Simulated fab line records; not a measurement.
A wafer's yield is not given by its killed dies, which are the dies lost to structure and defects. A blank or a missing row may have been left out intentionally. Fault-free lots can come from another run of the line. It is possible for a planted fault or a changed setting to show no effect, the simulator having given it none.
Matching of chambers	flow n5_finfet	N5_BEOL_M9_STRIP_19 on rie_diel-01 has 3 sister chambers
The step strips in O2. 3 wafers are shown with their chamber, then 3 later ones without.

== EACH WAFER AND ITS CHAMBER ==
wafer	chamber	throttle_valve_pct (%)
L133.5	1	16.21
L139.2	3	16.79
L139.4	2	16.95

== WAFERS WITH NO CHAMBER GIVEN ==
wafer	throttle_valve_pct (%)
L150.2	16.30
L151.3	16.84
L151.5	16.84

== EACH ONE'S CHAMBER ==
wafer	from the rows above	in truth
L150.2	1	1
L151.3	can't be placed: 3 or 2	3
L151.5	can't be placed: 3 or 2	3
1 of 3 placed correctly. Cannot be placed on the basis of these rows: 2; the candidates contain the true chamber in 2. Number placed wrongly: 0.
How it was worked out, from the rows above alone: a wafer's distance from a chamber is the root of the sum, over the readings, of the square of ((its reading less the chamber's mean) divided by the reading's scatter). The wafer belongs to the nearest chamber; if the next one is less than 2 further off, it can't be placed. Each chamber's mean is taken over the wafers shown for it. The scatter: with one shown wafer a chamber, the root of the mean of the squares of how far each hidden wafer lies from its nearest shown one.
